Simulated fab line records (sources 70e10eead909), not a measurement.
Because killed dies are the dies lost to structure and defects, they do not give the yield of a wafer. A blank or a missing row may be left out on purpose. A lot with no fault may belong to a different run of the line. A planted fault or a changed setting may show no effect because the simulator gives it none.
Matching of chambers || flow nandHarc || 4 sister chambers for NHARC_THIN_TSV_ETCHBACK_48 on rieDiel-09
The step etches the open film in C4F8/Ar, target depth 1028.5 nm, time 405.17 s. 4 wafers are shown with their chamber, then 7 later ones without.

== WAFERS WITH THEIR CHAMBER ==
{"wafer": "L081.3", "chamber": 1, "rfVppV (V)": 544.4}
{"wafer": "L081.4", "chamber": 2, "rfVppV (V)": 553.4}
{"wafer": "L094.1", "chamber": 0, "rfVppV (V)": 551.5}
{"wafer": "L094.4", "chamber": 3, "rfVppV (V)": 545.4}

== WAFERS MISSING THEIR CHAMBER ==
{"wafer": "L094.5", "rfVppV (V)": 542.7}
{"wafer": "L096.1", "rfVppV (V)": 548.1}
{"wafer": "L096.3", "rfVppV (V)": 549.3}
{"wafer": "L096.4", "rfVppV (V)": 542.1}
{"wafer": "L097.1", "rfVppV (V)": 549.5}
{"wafer": "L097.2", "rfVppV (V)": 543.4}
{"wafer": "L097.5", "rfVppV (V)": 552.0}

== WHICH CHAMBER EACH ONE RAN IN ==
{"wafer": "L094.5", "from the rows above": "can't be placed: 1 or 3", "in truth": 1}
{"wafer": "L096.1", "from the rows above": "can't be placed: 3 or 0 or 1 or 2", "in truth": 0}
{"wafer": "L096.3", "from the rows above": "can't be placed: 0 or 3 or 2 or 1", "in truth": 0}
{"wafer": "L096.4", "from the rows above": "can't be placed: 1 or 3", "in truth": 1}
{"wafer": "L097.1", "from the rows above": "can't be placed: 0 or 2 or 3 or 1", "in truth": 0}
{"wafer": "L097.2", "from the rows above": "can't be placed: 1 or 3", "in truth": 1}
{"wafer": "L097.5", "from the rows above": "can't be placed: 0 or 2", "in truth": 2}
Correctly placed: 0 of 7. From these rows, 7 cannot be placed; in 7 the true chamber is one of the candidates. Wrongly placed: 0.
How it was worked out, from the rows above alone: a wafer's distance from a chamber is the root of the sum, over the readings, of the square of ((its reading less the chamber's mean) divided by the reading's scatter). If the next closest chamber is less than 2 further off than the closest, the wafer can't be placed; otherwise it belongs to the closest. A chamber's mean is the mean of its shown wafers. The scatter: with one shown wafer a chamber, the root of the mean of the squares of how far each hidden wafer lies from its nearest shown one.
